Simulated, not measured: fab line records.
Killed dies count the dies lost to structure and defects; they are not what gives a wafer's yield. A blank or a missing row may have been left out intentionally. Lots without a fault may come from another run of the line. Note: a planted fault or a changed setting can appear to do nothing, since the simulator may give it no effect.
fab line records | flow nand-harc
record: lots: 7 wafers: 21 last-day: 26
route steps=1159 shown A_STAIRCASE@640 END@1159
lots with no fault: from the same line, run without faults
start-h: hours from the record's opening day to when the first of the lot's shown wafers began | wait-h: hours elapsed since this lot's preceding step | " identical to the entry in the row above | L1.1+2: one row covering several wafers at once | - no value, or no start given | * or withheld: withheld | < > ~ a bound
route shown NAME@n: a module of which the file shows steps, and the number in the route of the first | usual: the fault-free wafers' mean and standard deviation | same: alike in all rows | chamber/n: place in a boat | sites: per-site readings | _std_site: their standard deviation | _edge_site: inner sites' mean taken away from outer sites' mean | radius-mm: how far each site lies from the wafer's centre | mask NAME#n: copy n | behind: the tool/chamber that last shaped the wafer | hold: why the lot was held/for how many hours/how that ended | device: which transistor (n, p or np) failed to switch | end of line: the same wafers' tests at the end of the route | a step with no rows: only its recipe | killed: count of dies lost to structure and defects at first sort (not the wafer's yield) | map: per-die view of a wafer (x killed, . not killed, _ where there is no die)
set.NAME: the run value of the setting; set.NAME@STEP: its run value at that earlier step | model.NAME: the simulator's own value behind a step, which no gauge read
lots at selected steps of the route; one table per step, one row per wafer
services: a tool's chamber out of use, with start hour (start-h, from the record's first day; less than 0 if before it), hours out, and reason
== steps ==
step: NHARC_A_STAIRCASE_EBR_246
step: NHARC_A_STAIRCASE_EXPOSE_247
recipe: na: 0.5 dose-mj: 25.34 mask-id: SDS_1
step: NHARC_A_STAIRCASE_PEB_248
recipe: peb-temp-c: 115 peb-time-s: 130
step: NHARC_A_STAIRCASE_DEVELOP_249
recipe: time-s: 140
step: NHARC_A_STAIRCASE_HARDBAKE_251
recipe: temp-c: 120 time-s: 140
step: NHARC_A_STAIRCASE_DESCUM_252
recipe: time-s: 3 o2-flow-sccm: 200 ar-flow-sccm: 0 bias-power-w: 0 chemistry: O2
usual: drypump-motor-current-A: 5.7/0.56 oes-product-au: 0.999/0.011 rf-vpp-V: 57.8/0.86 showerhead-plenum-p-Torr: 1.93/0.069 throttle-valve-pct: 11.312/0.0089
same: time-s: 3
columns lot.wafer tool chamber start-h wait-h drypump-motor-current-A oes-product-au rf-hours-counter-h rf-vpp-V showerhead-plenum-p-Torr throttle-valve-pct
L542.3 rie-diel-09 1 294.91 - 5.8 1.007 14 58.4 1.97 11.303
L542.6 " 1 " " 5.8 1.010 - 58.3 1.97 11.310
L542.5 " 2 " " 5.7 1.008 - 57.4 1.95 11.312
L552.2 rie-diel-13 3 338.00 - 5.0 1.011 19 59.7 1.99 11.308
L552.1 " 2 " " 6.0 0.982 19 58.1 1.97 11.319
L552.6 " 3 " " 5.0 1.008 - 57.8 1.99 11.318
L551.4 rie-diel-05 2 338.18 - 5.3 1.021 62 57.6 1.93 11.310
L551.1 " 3 " " 6.6 0.995 62 57.7 1.81 11.310
L551.6 " 0 " " 6.5 1.009 - 57.5 1.82 11.309
L553.3 rie-diel-09 0 347.49 - 5.6 0.993 33 58.1 2.00 11.301
L553.4 " 2 " " 5.7 1.004 35 57.3 1.94 11.323
L553.6 " 0 " " 5.7 1.005 - 58.5 2.00 11.302
L554.2 rie-diel-09 3 347.93 - 4.7 0.984 28 58.6 1.93 11.298
L554.4 " 1 " " 5.8 0.977 34 57.5 1.97 11.324
L554.3 " 2 " " 5.7 1.009 35 58.1 1.94 11.311
L555.4 rie-diel-09 2 353.16 - 5.7 0.999 37 56.9 1.94 11.306
L555.2 " 3 " " 4.7 0.992 29 57.9 1.93 11.311
L555.6 " 1 " " 5.7 0.986 - 57.6 1.96 11.309
L559.1 rie-diel-09 2 386.07 - 5.7 0.989 41 58.9 1.94 11.315
L559.4 " 3 " " 4.7 0.993 - 58.4 1.93 11.298
L559.5 " 1 " " 5.8 0.986 - 58.3 1.96 11.304
step: NHARC_A_STAIRCASE_ETCH_253
recipe: target-depth-a: 500 time-s: 20.2 ion-energy-ev: 400 c4f8-flow-sccm: 20 o2-flow-sccm: 10 ar-flow-sccm: withheld rf-w: 600 bias-w: 1000 chemistry: C4F8/O2
usual: bias-w: 999.6/2.9 oes-product-au: 0.951/0.019 rf-fwd-power-W: 587.8/2.9 rf-vpp-V: 896/4.5
same: time-s: 20.2
columns lot.wafer tool chamber start-h wait-h bias-w oes-product-au rf-fwd-power-W rf-hours-counter-h rf-vpp-V
L542.3 rie-diel-09 3 295.10 0.2 1004.7 0.918 588.2 13 899
L542.6 " 2 " " 1000.0 0.932 583.3 - 898
L542.5 " 3 " " 996.3 0.918 588.2 - 898
L552.2 rie-diel-13 3 338.09 0.1 997.4 0.936 590.7 19 902
L552.1 " 0 " " 997.8 0.915 590.1 18 887
L552.6 " 2 " " 997.1 0.902 586.6 - 901
L551.4 rie-diel-05 3 338.25 0.1 995.0 0.974 589.5 62 889
L551.1 " 1 " " 998.3 0.960 586.0 64 899
L551.6 " 0 " " 995.8 0.959 588.7 - 890
L553.4 rie-diel-09 0 347.71 0.2 1001.1 0.939 593.0 33 900
L553.3 " 2 " " 1000.5 0.958 581.4 35 898
L553.6 " 3 " " 996.9 0.935 584.8 - 897
L554.4 rie-diel-09 2 348.27 0.3 995.9 0.943 584.3 36 898
L554.3 " 3 " " 1001.3 0.935 589.1 28 898
L554.2 " 0 " " 998.9 0.948 591.4 33 901
L555.4 rie-diel-09 1 353.23 0.1 996.7 0.951 585.7 36 899
L555.2 " 2 " " 1001.2 0.980 582.1 37 898
L555.6 " 0 " " 997.9 0.967 588.6 - 901
L559.1 rie-diel-09 1 386.19 0.1 996.3 0.939 585.2 49 900
L559.4 " 1 " " 1003.6 0.944 586.1 - 900
L559.5 " 2 " " 1000.8 0.934 583.6 - 898
step: NHARC_A_STAIRCASE_STRIP_254
recipe: power-w: 1500 temp-c: 250 chemistry: O2
usual: drypump-motor-current-A: 6.0/0.32 heater-power-w: 333/17
columns lot.wafer tool chamber start-h wait-h drypump-motor-current-A heater-power-w rf-hours-counter-h
L542.3 plasma-asher-01 1 295.27 - 5.9 327 -
L542.6 " 1 " " 5.9 326 -
L542.5 " 0 " " 6.4 341 -
L552.2 plasma-asher-01 1 338.17 - 5.9 334 18
L552.1 " 0 " " 6.4 341 18
L552.6 " 1 " " 5.9 331 -
L551.1 plasma-asher-02 0 338.33 - 5.4 296 52
L551.4 " 1 " " 5.9 325 -
L551.6 " 0 " " 5.4 298 -
L553.3 plasma-asher-01 0 347.89 - 6.4 344 -
L553.4 " 1 " " 5.9 340 -
L553.6 " 1 " " 5.8 339 -
L554.2 plasma-asher-01 0 348.35 - 6.4 343 22
L554.3 " 0 " " 6.4 339 -
L554.4 " 1 " " 5.9 338 -
L555.2 plasma-asher-01 1 353.31 - 5.8 334 24
L555.4 " 1 " " 5.9 327 -
L555.6 " 0 " " 6.4 343 -
L559.1 plasma-asher-01 0 386.45 - 6.4 345 46
L559.4 " 0 " " 6.4 336 -
L559.5 " 1 " " 5.8 334 -
step: NHARC_A_STAIRCASE_STRIP_255
recipe: time-s: 900 temp-c: 130 chemistry: SPM
step: NHARC_A_STAIRCASE_PRECLEAN_256
recipe: time-s: * temp-c: 50 bath-age-min: 0 chemistry: SC1
step: NHARC_A_STAIRCASE_SRD_257
step: NHARC_A_STAIRCASE_HM_DEP_456
recipe: target-thk-a: 15000 temp-c: 400 material: aC
usual: susceptor-temp-C: 400.05/0.18 throttle-valve-pct: 35.000/0.0096
columns lot.wafer tool chamber start-h wait-h susceptor-temp-C throttle-valve-pct
L542.3 acl-dep-02 0 297.08 - 399.88 34.995
L542.5 " 0 " " 400.04 35.003
L542.6 " 0 " " 400.30 34.987
L552.1 acl-dep-03 0 338.99 - 399.77 35.001
L552.2 " 0 " " 400.29 35.001
L552.6 " 0 340.52 - 400.19 35.001
L551.1 acl-dep-01 - 339.15 - - -
L551.4 " - " " - -
L551.6 " - " " - -
L553.3 acl-dep-03 - 349.91 - - -
L553.4 " - " " - -
L553.6 " - " " - -
L554.2 acl-dep-03 - 351.45 - - -
L554.3 " - " " - -
L554.4 " - " " - -
L555.2 acl-dep-03 0 354.43 - 400.33 35.002
L555.4 " 0 " " 400.13 34.999
L555.6 " 0 " " 400.08 34.993
L559.1 acl-dep-03 0 387.53 - - 34.999
L559.4 " 0 " " - 34.997
L559.5 " 0 " " - 35.017
step: NHARC_A_STAIRCASE_DEP_259
recipe: target-thk-a: 300 target-thk-nm: 30 temp-c: 400 pressure-torr: 3.5 flow-sccm: 200 rf-w: 350 material: SiON
usual: chamber-pressure-Torr: 3.500/0.0084 heater-power-outer-w: 419/68 heater-power-w: 705/100 rf-fwd-power-W: 348.7/1.2
columns lot.wafer tool chamber start-h wait-h chamber-pressure-Torr heater-power-outer-w heater-power-w rf-fwd-power-W
L542.3 pecvd-02 1 298.39 1.0 3.502 369 624 347.4
L542.5 " 0 " " 3.499 354 680 347.0
L542.6 " 1 " " 3.496 360 637 346.4
L552.2 pecvd-01 1 340.86 1.3 3.487 349 549 350.5
L552.1 " 0 " " 3.493 450 826 349.1
L552.6 " 2 " " 3.496 476 789 348.4
L551.1 pecvd-01 2 341.03 1.6 3.501 516 837 347.8
L551.4 " 2 " " 3.507 513 825 347.5
L551.6 " 0 " " 3.492 392 715 349.2
L553.3 pecvd-04 0 351.22 1.0 3.502 386 637 349.9
L553.6 " 2 " " 3.492 438 713 350.1
L553.4 " 0 " " 3.502 377 638 348.4
L554.2 pecvd-01 0 353.03 1.3 3.496 444 810 349.7
L554.3 " 1 " " 3.514 371 591 347.6
L554.4 " 2 " " 3.500 465 777 349.2
L555.2 pecvd-04 0 356.04 1.3 3.506 406 678 349.4
L555.6 " 0 " " 3.513 409 672 350.5
L555.4 " 1 " " 3.491 526 851 347.9
L559.1 pecvd-01 2 389.50 1.7 3.504 515 840 347.8
L559.4 " 0 " " 3.506 411 770 348.6
L559.5 " 1 " " 3.500 361 596 348.9
step: NHARC_END_SORT_01
recipe: temp-c: 25
usual: killed-at-array: 28/9.1 killed-at-other: 0.6/0.87 killed-at-periphery: 3.4/2.7 killed-dies: 32/9 killed-open: 3.2/1.9 killed-short: 2.0/1.3
same: gross-dies: 677
columns lot.wafer tool chamber start-h wait-h killed-at-array killed-at-other killed-at-periphery killed-dies killed-open killed-short
L551.1 prober-02 0 556.80 2.5 675 0 2 677 0 0
L551.4 prober-02 0 559.17 3.4 672 0 5 677 0 1
L551.6 prober-02 0 560.76 4.0 675 1 1 677 0 2
L554.2 prober-02 0 565.38 2.8 676 0 1 677 0 1
L554.3 prober-02 0 566.18 3.1 677 0 0 677 0 1
L554.4 prober-02 0 566.98 3.4 676 1 0 677 0 0
L555.2 prober-02 0 580.94 2.8 36 2 0 38 2 1
L555.4 prober-02 0 582.55 3.4 43 1 1 45 6 1
L555.6 prober-02 0 584.17 4.0 39 0 5 44 3 3
L553.3 prober-02 0 589.56 3.1 675 0 2 677 0 0
L553.4 prober-02 0 590.36 3.4 674 0 3 677 0 0
L553.6 prober-02 0 591.95 4.0 677 0 0 677 0 0
L559.1 prober-02 0 611.40 2.5 43 0 1 44 1 1
L559.4 prober-02 0 613.83 3.4 33 0 4 37 4 2
L559.5 prober-02 0 614.64 3.7 30 0 4 34 3 4
killed by level:class
L551.1 A_STAIRCASE:lost-pattern=672 P_STI:chamber-film-flake=2 A_CONTACT:chamber-film-flake=2 A_CHANNEL_HOLE_D1:chamber-film-flake=1
L551.4 A_STAIRCASE:lost-pattern=671 P_M0:chamber-film-flake=2 P_M2:geometric-particle:short=1 P_GATE:chamber-film-flake=1 P_BONDPAD:chamber-film-flake=1 A_CHANNEL_HOLE_D1:chamber-film-flake=1
L551.6 A_STAIRCASE:lost-pattern=674 A_ONON_D1:geometric-particle:short=1 P_M0:chamber-film-flake=1 STARTING-WAFER:geometric-particle:short=1
L554.2 A_STAIRCASE:lost-pattern=673 P_CONTACT:geometric-particle:short=1 A_CHANNEL_HOLE_D1:chamber-film-flake=1 A_STAIRCASE:chamber-film-flake=1 A_SLIT:chamber-film-flake=1
L554.3 A_STAIRCASE:lost-pattern=666 A_CHANNEL_HOLE_D1:chamber-film-flake=5 A_SLIT:chamber-film-flake=2 A_CHANNEL_FILL_D1:geometric-particle:short=1 A_ZERO_WELL:chamber-film-flake=1 A_CONTACT:chamber-film-flake=1 A_STAIRCASE:area-dep=1
L554.4 A_STAIRCASE:lost-pattern=673 A_SLIT:chamber-film-flake=2 A_CHANNEL_HOLE_D1:chamber-film-flake=1 THIN_TSV:chamber-film-flake=1
L555.2 A_SLIT:chamber-film-flake=14 A_STAIRCASE:chamber-film-flake=9 A_CHANNEL_HOLE_D1:chamber-film-flake=7 A_CONTACT:chamber-film-flake=3 A_M0:geometric-particle:open=2 THIN_TSV:chamber-film-flake=2 A_ONON_D1:geometric-particle:short=1
L555.4 A_SLIT:chamber-film-flake=14 A_STAIRCASE:chamber-film-flake=9 A_CHANNEL_HOLE_D1:chamber-film-flake=8 A_CONTACT:chamber-film-flake=4 A_ONON_D1:geometric-particle:open=2 A_CONTACT:geometric-particle:open=2 A_SOURCE_PLATE:geometric-particle:open=1 A_SGD_CUT:geometric-particle:short=1
L555.6 A_SLIT:chamber-film-flake=13 A_CHANNEL_HOLE_D1:chamber-film-flake=7 A_STAIRCASE:chamber-film-flake=7 A_CONTACT:chamber-film-flake=7 P_BONDPAD:chamber-film-flake=3 P_CONTACT:geometric-particle:open=1 A_CHANNEL_FILL_D1:geometric-particle:open=1 A_SGD_CUT:geometric-particle:short=1
L553.3 A_STAIRCASE:lost-pattern=672 P_STI:chamber-film-flake=1 P_M2:chamber-film-flake=1 A_SLIT:chamber-film-flake=1 A_CONTACT:chamber-film-flake=1 A_STAIRCASE:area-dep=1
L553.4 A_STAIRCASE:lost-pattern=669 A_SLIT:chamber-film-flake=4 P_STI:chamber-film-flake=2 P_M1:chamber-film-flake=1 A_CHANNEL_HOLE_D1:chamber-film-flake=1
L553.6 A_STAIRCASE:lost-pattern=674 A_CHANNEL_HOLE_D1:chamber-film-flake=2 A_SLIT:chamber-film-flake=1
L559.1 A_SLIT:chamber-film-flake=21 A_CHANNEL_HOLE_D1:chamber-film-flake=15 A_CONTACT:chamber-film-flake=4 P_CONTACT:geometric-particle:short=1 A_CHANNEL_FILL_D1:geometric-particle:open=1 A_CHANNEL_FILL_D1:chamber-film-flake=1 A_WL_FILL:chamber-film-flake=1
L559.4 A_SLIT:chamber-film-flake=15 A_CHANNEL_HOLE_D1:chamber-film-flake=10 A_STAIRCASE:chamber-film-flake=3 P_CONTACT:geometric-particle:open=1 P_M0:geometric-particle:short=1 P_M1:geometric-particle:open=1 A_SGD_CUT:geometric-particle:open=1 A_CONTACT:geometric-particle:short=1
L559.5 A_SLIT:chamber-film-flake=15 A_CHANNEL_HOLE_D1:chamber-film-flake=4 A_ONON_D1:geometric-particle:short=2 P_STI:chamber-film-flake=2 A_STAIRCASE:chamber-film-flake=2 A_CONTACT:chamber-film-flake=2 P_CONTACT:geometric-particle:open=1 A_ONON_D1:geometric-particle:open=1
map L551.1 (x killed, . not)
____________x____________
_________xxxxxxx_________
_______xxxxxxxxxxx_______
______xxxxxxxxxxxxx______
_____xxxxxxxxxxxxxxx_____
____xxxxxxxxxxxxxxxxx____
____xxxxxxxxxxxxxxxxx____
___xxxxxxxxxxxxxxxxxxx___
___xxxxxxxxxxxxxxxxxxx___
__xxxxxxxxxxxxxxxxxxxxx__
__xxxxxxxxxxxxxxxxxxxxx__
_xxxxxxxxxxxxxxxxxxxxxxx_
_xxxxxxxxxxxxxxxxxxxxxxx_
_xxxxxxxxxxxxxxxxxxxxxxx_
_xxxxxxxxxxxxxxxxxxxxxxx_
_xxxxxxxxxxxxxxxxxxxxxxx_
xxxxxxxxxxxxxxxxxxxxxxxxx
xxxxxxxxxxxxxxxxxxxxxxxxx
xxxxxxxxxxxxxxxxxxxxxxxxx
xxxxxxxxxxxxxxxxxxxxxxxxx
xxxxxxxxxxxxxxxxxxxxxxxxx
_xxxxxxxxxxxxxxxxxxxxxxx_
_xxxxxxxxxxxxxxxxxxxxxxx_
_xxxxxxxxxxxxxxxxxxxxxxx_
_xxxxxxxxxxxxxxxxxxxxxxx_
_xxxxxxxxxxxxxxxxxxxxxxx_
__xxxxxxxxxxxxxxxxxxxxx__
__xxxxxxxxxxxxxxxxxxxxx__
___xxxxxxxxxxxxxxxxxxx___
___xxxxxxxxxxxxxxxxxxx___
____xxxxxxxxxxxxxxxxx____
____xxxxxxxxxxxxxxxxx____
_____xxxxxxxxxxxxxxx_____
______xxxxxxxxxxxxx______
_______xxxxxxxxxxx_______
_________xxxxxxx_________
____________x____________
map L553.3 (x killed, . not)
____________x____________
_________xxxxxxx_________
_______xxxxxxxxxxx_______
______xxxxxxxxxxxxx______
_____xxxxxxxxxxxxxxx_____
____xxxxxxxxxxxxxxxxx____
____xxxxxxxxxxxxxxxxx____
___xxxxxxxxxxxxxxxxxxx___
___xxxxxxxxxxxxxxxxxxx___
__xxxxxxxxxxxxxxxxxxxxx__
__xxxxxxxxxxxxxxxxxxxxx__
_xxxxxxxxxxxxxxxxxxxxxxx_
_xxxxxxxxxxxxxxxxxxxxxxx_
_xxxxxxxxxxxxxxxxxxxxxxx_
_xxxxxxxxxxxxxxxxxxxxxxx_
_xxxxxxxxxxxxxxxxxxxxxxx_
xxxxxxxxxxxxxxxxxxxxxxxxx
xxxxxxxxxxxxxxxxxxxxxxxxx
xxxxxxxxxxxxxxxxxxxxxxxxx
xxxxxxxxxxxxxxxxxxxxxxxxx
xxxxxxxxxxxxxxxxxxxxxxxxx
_xxxxxxxxxxxxxxxxxxxxxxx_
_xxxxxxxxxxxxxxxxxxxxxxx_
_xxxxxxxxxxxxxxxxxxxxxxx_
_xxxxxxxxxxxxxxxxxxxxxxx_
_xxxxxxxxxxxxxxxxxxxxxxx_
__xxxxxxxxxxxxxxxxxxxxx__
__xxxxxxxxxxxxxxxxxxxxx__
___xxxxxxxxxxxxxxxxxxx___
___xxxxxxxxxxxxxxxxxxx___
____xxxxxxxxxxxxxxxxx____
____xxxxxxxxxxxxxxxxx____
_____xxxxxxxxxxxxxxx_____
______xxxxxxxxxxxxx______
_______xxxxxxxxxxx_______
_________xxxxxxx_________
____________x____________
== services ==
columns tool chamber start-h hours kind
rie-diel-13 - 276.17 9.0 pm
plasma-asher-01 - 276.42 9.0 pm
rie-diel-09 0 287.76 - clean
rie-diel-09 1 287.76 - clean
rie-diel-09 2 287.76 - clean
rie-diel-09 3 287.76 - clean
pecvd-01 - 292.38 1.7 repair
acl-dep-01 - 293.48 13.0 pm
rie-diel-09 0 312.48 - clean
rie-diel-09 1 312.48 - clean
rie-diel-09 2 312.48 - clean
rie-diel-09 3 312.48 - clean
acl-dep-03 - 317.37 0.2 repair
pecvd-02 - 334.32 13.0 pm
rie-diel-09 0 336.98 - clean
acl-dep-02 - 348.98 13.0 pm
plasma-asher-02 - 349.56 30.3 repair
rie-diel-09 0 353.62 40.8 repair
rie-diel-09 2 354.77 10.6 repair
rie-diel-09 2 366.19 2.7 repair
pecvd-04 - 376.57 13.0 pm
plasma-asher-02 - 379.91 9.0 pm
rie-diel-05 0 384.98 7.7 repair
rie-diel-05 3 385.22 1.5 repair
== key ==
first-sign: step: NHARC_A_STAIRCASE_HM_DEP_456 reading: tool-record direction: missing
effect: step: NHARC_END_SORT_01 reading: killed-dies direction: up sigmas: 72 usual: 32 struck: 677
met-at NHARC_A_STAIRCASE_HM_DEP_456
struck-wafers L551.1,L551.4,L551.6,L553.3,L553.4,L553.6,L554.2,L554.3,L554.4
later-rows-left-out L551.1,L551.4,L551.6,L553.3,L553.4,L553.6,L554.2,L554.3,L554.4
tester-left-out L551,L553,L554
onset-between 338.99 339.15
fault: kind: skipped-step-whole tool: acl-dep-01,acl-dep-03 chamber: - onset-h: 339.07 steps: NHARC_A_STAIRCASE_HM_DEP_456 scope: struck-lots-only
tester-left-out: of these lots the tester's yield and bins aren't shown, on N5 and GAA mostly nor the transistor test; their killed dies are dies lost to structure and defects alone, not to doping, threshold or leakage, so they don't give the yield
later-rows-left-out: the simulator's readings of these wafers behind a module that went badly wrong aren't trusted and aren't shown, but for the sort
